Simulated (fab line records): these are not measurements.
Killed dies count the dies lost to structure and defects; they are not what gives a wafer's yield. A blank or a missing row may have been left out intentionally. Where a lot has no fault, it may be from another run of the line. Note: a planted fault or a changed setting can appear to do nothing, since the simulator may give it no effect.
What tool caused it? | flow nand_harc | 14 lots, 42 wafers sampled, at 4 steps of a route of 1159

WHAT THE GAUGES SHOWED, per wafer
NHARC_A_CONTACT_OVL_MEAS_70.
lot  | measured     | on         | overlay_x_nm (nm) | overlay_y_nm (nm)
L821 | day 17 03:40 | overlay-01 | -0.7 -0.9 -1.0    | -0.5 0.0 -1.0
L825 | day 17 08:04 | overlay-02 | -0.9 -0.5 -0.8    | -0.2 -0.4 0.0
L824 | day 17 08:46 | overlay-02 | 0.5 0.8 1.2       | 1.2 1.2 1.6
L828 | day 18 14:38 | overlay-01 | -1.0 -0.8 -1.1    | -0.9 -1.4 -1.1
L829 | day 19 07:02 | overlay-02 | 0.5 0.9 0.5       | -0.8 -0.5 -1.3
L831 | day 20 10:12 | overlay-01 | 0.0 0.8 0.3       | 0.5 0.4 -0.4
L838 | day 20 20:50 | overlay-01 | -0.6 -1.2 -1.0    | 0.9 0.6 0.4
L836 | day 21 04:29 | overlay-02 | 1.0 0.2 0.9       | 0.0 -0.3 -0.2
L837 | day 21 11:51 | overlay-02 | -1.4 -1.5 -1.1    | 0.8 0.1 0.1
L839 | day 21 15:37 | overlay-01 | -0.2 0.0 -0.7     | 0.4 0.0 0.4
L841 | day 21 21:48 | overlay-02 | 0.1 0.2 0.4       | -0.8 -1.7 -0.6
L842 | day 22 05:28 | overlay-02 | -0.3 -1.0 -0.6    | 1.6 1.2 1.1
L844 | day 22 05:54 | overlay-01 | -0.1 0.1 0.3      | 0.0 -0.5 0.1
L843 | day 22 09:35 | overlay-01 | -1.1 -1.4 -1.7    | 1.1 1.4 1.0

NHARC_A_CONTACT_CD_MEAS_80.
lot  | measured     | on        | cd_nm (nm)
L821 | day 17 08:55 | cd_sem-02 | 189.8 189.6 188.9
L825 | day 17 11:57 | cd_sem-01 | 189.4 189.1 188.8
L824 | day 17 12:20 | cd_sem-03 | 189.4 189.4 190.2
L828 | day 18 18:26 | cd_sem-03 | 189.3 189.7 189.4
L829 | day 19 10:23 | cd_sem-02 | 189.7 189.0 189.3
L831 | day 20 13:50 | cd_sem-01 | 190.6 190.9 190.2
L838 | day 21 00:12 | cd_sem-01 | 189.4 190.1 189.6
L836 | day 21 07:51 | cd_sem-03 | 190.2 189.9 190.1
L837 | day 21 15:16 | cd_sem-03 | 188.1 188.7 188.5
L839 | day 21 19:53 | cd_sem-02 | 190.0 189.7 189.3
L841 | day 22 02:33 | cd_sem-01 | 189.7 189.5 189.5
L842 | day 22 08:49 | cd_sem-01 | 190.1 189.3 189.3
L844 | day 22 09:18 | cd_sem-03 | 190.5 189.5 189.4
L843 | day 22 12:56 | cd_sem-02 | 188.2 188.3 188.4

TOOL THAT RAN EACH LOT (tool first, then ch and the chambers of the sampled wafers, then the start)
lot  | NHARC_A_CONTACT_ETCH_78                       | NHARC_A_CONTACT_ETCH_126
L821 | rie_diel-13 ch 0,1,3, day 17 06:44 or earlier | har_cap_etch-02 ch 0,1, day 17 06:44
L825 | rie_diel-01 ch 1,2,3, day 17 09:50 or earlier | har_cap_etch-02 ch 0,1, day 17 09:50
L824 | rie_diel-13 ch 0,1,2, day 17 10:28 or earlier | har_cap_etch-03 ch 0,1, day 17 10:28
L828 | rie_diel-05 ch 0,1,2, day 18 16:40 or earlier | har_cap_etch-02 ch 0,1, day 18 16:40
L829 | rie_diel-05 ch 0,2,3, day 19 08:40 or earlier | har_cap_etch-02 ch 0,1, day 19 08:40
L831 | rie_diel-13 ch 0,3, day 20 12:04 or earlier   | har_cap_etch-03 ch 0,1, day 20 12:04
L838 | rie_diel-01 ch 1,2,3, day 20 22:25 or earlier | har_cap_etch-03 ch 0,1, day 20 22:25
L836 | rie_diel-05 ch 1,2,3, day 21 06:04 or earlier | har_cap_etch-03 ch 0,1, day 21 06:04
L837 | rie_diel-13 ch 0,2,3, day 21 13:30 or earlier | har_cap_etch-01 ch 0,1, day 21 13:30
L839 | rie_diel-05 ch 0,1,2, day 21 17:46 or earlier | har_cap_etch-03 ch 0,1, day 21 17:46
L841 | rie_diel-01 ch 1,2, day 22 00:46 or earlier   | har_cap_etch-01 ch 0,1, day 22 00:46
L842 | rie_diel-05 ch 0,2,3, day 22 07:02 or earlier | har_cap_etch-01 ch 0,1, day 22 07:02
L844 | rie_diel-13 ch 0,3, day 22 07:33 or earlier   | har_cap_etch-02 ch 0,1, day 22 07:33
L843 | rie_diel-13 ch 1,2,3, day 22 11:10 or earlier | har_cap_etch-01 ch 0,1, day 22 11:10
- NHARC_A_CONTACT_ETCH_78: etches the open film in O2/COS, target depth 2800 nm, time 728 s.
- NHARC_A_CONTACT_ETCH_126: etches the open film in C4F8/O2/Ar, time 155 s, target depth 956 nm.

AS READ BY THE TOOLS THEMSELVES (means over the sampled wafers that have a number; for cases with no such wafer, the mark the record gives instead)
NHARC_A_CONTACT_ETCH_78.
lot  | tool        | bias_w (W) | chamber_pressure_mTorr (mTorr) | cos_flow_sccm (sccm) | drypump_motor_current_A (A) | oes_product_au (a.u.) | rf_vpp_V (V) | showerhead_plenum_p_Torr (Torr) | throttle_valve_pct (%)
L821 | rie_diel-13 | 300.3      | 19.988                         | 20.01                | 5.7                         | 0.997                 | 310.5        | 2.93                            | 28.340
L825 | rie_diel-01 | 299.6      | 20.015                         | 20.03                | 5.7                         | 0.993                 | 314.3        | 3.14                            | 28.335
L824 | rie_diel-13 | 300.0      | 19.985                         | 19.96                | 6.1                         | 1.001                 | 311.9        | 2.97                            | 28.321
L828 | rie_diel-05 | 300.3      | 19.988                         | 19.98                | 5.6                         | 1.004                 | 313.3        | 3.05                            | 28.331
L829 | rie_diel-05 | 299.6      | 20.005                         | 20.05                | 5.2                         | 0.994                 | 312.4        | 3.08                            | 28.337
L831 | rie_diel-13 | 300.7      | 20.011                         | 20.05                | 5.4                         | 1.004                 | 315.6        | 3.24                            | 28.323
L838 | rie_diel-01 | 300.1      | 20.010                         | 20.04                | 5.7                         | 1.006                 | 315.4        | 3.13                            | 28.334
L836 | rie_diel-05 | 300.1      | 20.015                         | 20.06                | 5.3                         | 0.998                 | 313.7        | 3.06                            | 28.330
L837 | rie_diel-13 | 299.9      | 19.995                         | 19.93                | 5.7                         | 0.995                 | 313.6        | 3.12                            | 28.332
L839 | rie_diel-05 | 299.1      | 20.015                         | 20.05                | 5.6                         | 0.995                 | 313.4        | 3.04                            | 28.324
L841 | rie_diel-01 | 300.3      | 19.984                         | 19.98                | 5.9                         | 1.004                 | 314.1        | 3.10                            | 28.339
L842 | rie_diel-05 | 299.8      | 19.992                         | 20.01                | 5.2                         | 1.008                 | 312.9        | 3.07                            | 28.321
L844 | rie_diel-13 | 300.7      | 19.982                         | 19.99                | 5.4                         | 1.004                 | 314.0        | 3.11                            | 28.334
L843 | rie_diel-13 | 300.0      | 19.998                         | 20.03                | 6.0                         | 1.000                 | 316.3        | 3.24                            | 28.335

NHARC_A_CONTACT_ETCH_126.
lot  | tool            | chamber_pressure_mTorr (mTorr) | oes_air_line_au (a.u.)
L821 | har_cap_etch-02 | 20.010                         | 0.975
L825 | har_cap_etch-02 | 20.007                         | 0.997
L824 | har_cap_etch-03 | 19.992                         | 0.980
L828 | har_cap_etch-02 | 19.984                         | 1.002
L829 | har_cap_etch-02 | -                              | -
L831 | har_cap_etch-03 | -                              | -
L838 | har_cap_etch-03 | 20.023                         | 1.016
L836 | har_cap_etch-03 | 19.990                         | 1.017
L837 | har_cap_etch-01 | 20.013                         | 0.996
L839 | har_cap_etch-03 | 20.000                         | 1.001
L841 | har_cap_etch-01 | 20.002                         | 0.996
L842 | har_cap_etch-01 | 20.002                         | 0.976
L844 | har_cap_etch-02 | 20.011                         | 0.980
L843 | har_cap_etch-01 | 20.005                         | 0.987

THE ANSWER, worked out from the rows above alone
Rule: usual is defined by the lots themselves. The widest of any qualifying gaps counts: lots, ordered by their means at a reading, are off when they make up no more than a third of the lots, leave a main group of 4 or more, and stand apart from it by 3 or more times the standard deviation of that group's means. If all means in a main group match to the digits the tables above print for the reading, that group is not used. A lot without any number at a reading at which 4 lots or more have one is off too. All remaining lots with rows at the step are treated as sound. First the gauges in route order, then the tools' own readings, where a lot's mean is used as printed above. At the first step where some lot is off, the reading lying furthest off is the one used; lots without a number count as furthest.
Off at NHARC_A_CONTACT_ETCH_126 (chamber_pressure_mTorr): L829, L831. Without a number there: L829, L831. Main group: mean 20.003 mTorr, sd 0.01.
If a tool, at that step or one of the process steps before it, ran each lot that is off and ran no sound lot following the first of them, it fits. Because NHARC_A_CONTACT_ETCH_78 lacks a start for some lots, the hours and order of its lots are taken from NHARC_A_CONTACT_ETCH_126. Of those tried, none fits.

WHAT HAD BEEN PUT IN BY THE SIMULATOR
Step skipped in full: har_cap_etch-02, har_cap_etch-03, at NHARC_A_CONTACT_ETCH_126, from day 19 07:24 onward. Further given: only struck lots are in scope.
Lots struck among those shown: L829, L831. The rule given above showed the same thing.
